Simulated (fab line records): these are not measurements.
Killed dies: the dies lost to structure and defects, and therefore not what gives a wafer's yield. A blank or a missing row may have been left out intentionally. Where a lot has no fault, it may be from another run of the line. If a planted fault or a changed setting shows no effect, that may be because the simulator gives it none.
8D (eight disciplines) problem report, filled in by code | flow n5 finfet | the parts of the form that need people (team, actions taken, sign-off) are left out

## 1. PROBLEM STATEMENT
Mean of etch rf on time s at N5_MOL_CONTACT_COAG_ETCH_47: 50.8 s across 2 wafers in 2 lots; on wafers with no fault it is 31.4 s (standard deviation 0.49). Measured from the usual mean, that is +40 standard deviations.
The step: etches SiNx in CH3F/O2, stops on W, target depth 27 nm.
Earliest sighting: wafer L264.5 on rie diel-06 at day 9 19:32. The record has a number at this step for 24 wafers belonging to 8 lots. Rule for "out" (also "out of limits"): further than 4 standard deviations from the usual mean. Any other wafer with a number is counted as sound.

## 2. WHAT IT IS, WHAT IT ISN'T
question                    | is                                | is not
which readings at this step | etch rf on time s, oes product au | CH3F_flow_sccm, bias w, rf vpp V, showerhead plenum p Torr, throttle valve pct
which lots                  | L264, L266                        | L245, L247, L251, L253, L254, L256
which wafers of those lots  | L264.5, L266.3                    | L264.1, L264.2, L266.1, L266.6
read on which tools         | rie diel-06                       | rie diel-02, rie diel-03
when                        | from day 9 19:32                  | up to then (20 sound wafers); but 2 sound wafers of L266 came after

## 3. THE SUSPECTS, EACH WITH WHAT RULES IT OUT
Counting: if a tool at a process step up to the reading ran every lot that is out, it stays a suspect. Sound lots after the first of them don't rule it out here, since some wafers of a struck lot are sound.
- rie diel-06 at N5_MOL_CONTACT_COAG_ETCH_91 (etches SOC in N2/H2, target depth 60 nm, overetch 21 nm, time 101.2 s): kept. Ran every lot that is out, first one L264 (day 9 19:19); last sound lot up to then L247 (day 5 14:45).
- rie diel-06 at N5_MOL_CONTACT_COAG_VIA_ETCH_46 (etches SiO2 in C4F6/O2, target depth 46 nm, overetch 9.2 nm, time 40 s): kept. Ran every lot that is out, first one L264 (day 9 19:26); last sound lot up to then L247 (day 5 14:53).
- rie diel-06 at N5_MOL_CONTACT_COAG_ETCH_47 (etches SiNx in CH3F/O2, stops on W, target depth 27 nm): kept. Ran every lot that is out, first one L264 (day 9 19:32); last sound lot up to then L247 (day 5 14:59). On those wafers its own readings are out: etch rf on time s, oes product au.
- At N5_MOL_CONTACT_COAG_ETCH_91, inside rie diel-06: chamber 2 took the wafers that are out, while their sound lot-mates went through chambers 0, 1, 3.
- At N5_MOL_CONTACT_COAG_VIA_ETCH_46, inside rie diel-06: chamber 2 took the wafers that are out, while their sound lot-mates went through chambers 0, 1, 3.
- At N5_MOL_CONTACT_COAG_ETCH_47, inside rie diel-06: chamber 2 took the wafers that are out, while their sound lot-mates went through chambers 0, 1, 3.
Still standing after the count: rie diel-06 at N5_MOL_CONTACT_COAG_ETCH_91, rie diel-06 at N5_MOL_CONTACT_COAG_VIA_ETCH_46, rie diel-06 at N5_MOL_CONTACT_COAG_ETCH_47.

## 4. THE CAUSE (what the simulator had put in)
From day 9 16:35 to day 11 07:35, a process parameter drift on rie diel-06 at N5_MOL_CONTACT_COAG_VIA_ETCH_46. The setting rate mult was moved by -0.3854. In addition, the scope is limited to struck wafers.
After counting, 3 suspects remain, this tool included.

## 5. THE CHAIN OF EFFECTS, in route order
One row per reading whose mean, taken over the struck wafers that have a number, lies over 3 standard deviations from the usual. Readings are gone through only where the record gives a usual standard deviation; hours: the median, over the lots, of the time from a lot's start at the first step in this table giving one to that lot's start at this step; sigmas: the change measured in usual standard deviations.
hours | step                            | reading            | usual     | on struck wafers | change | sigmas
0     | N5_MOL_CONTACT_COAG_VIA_ETCH_46 | oes_f_703_au       | 0.75 a.u. | 0.95             | +0.20  | +3.1
0     | N5_MOL_CONTACT_COAG_ETCH_47     | etch rf on time s  | 31.4 s    | 50.8             | +19.4  | +40
0     | N5_MOL_CONTACT_COAG_ETCH_47     | oes_f_703_au       | 0.75 a.u. | 0.96             | +0.21  | +3.1
0     | N5_MOL_CONTACT_COAG_ETCH_47     | oes product au     | 0.67 a.u. | 0.35             | -0.32  | -5.7
2     | N5_MOL_CONTACT_COAG_ETCH_124    | oes product au     | 0.64 a.u. | 0.28             | -0.36  | -7.5
182   | N5_PASSIVATION_PROBE_49         | killed at contacts | 13        | 1080             | +1067  | +99 or more
182   | N5_PASSIVATION_PROBE_49         | killed dies        | 101       | 1180             | +1079  | +60
182   | N5_PASSIVATION_PROBE_49         | killed on rim      | 13        | 152              | +139   | +35
Here are the process steps it includes:
- N5_MOL_CONTACT_COAG_VIA_ETCH_46: etches SiO2 in C4F6/O2, target depth 46 nm, overetch 9.2 nm, time 40 s.
- N5_MOL_CONTACT_COAG_ETCH_47: etches SiNx in CH3F/O2, stops on W, target depth 27 nm.
- N5_MOL_CONTACT_COAG_ETCH_124: etches SiNx in CH3F/O2, stops on SiOC, target depth 6.5 nm.
- N5_PASSIVATION_PROBE_49

## 6. HOW IT WOULD HAVE BEEN CAUGHT EARLIER
In this record the first reading out of limits was taken at day 9 19:32, 3 hours after the fault began at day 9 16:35.
Tool readings at N5_MOL_CONTACT_COAG_VIA_ETCH_46 with a usual standard deviation given in the record: none out on any struck wafer, hence no alarm at a limit of 4 standard deviations on them.
L266, from the lots that are out (2), started N5_MOL_CONTACT_COAG_VIA_ETCH_46 on rie diel-06 later than day 9 19:32. A hold on the tool at that time would have spared it.
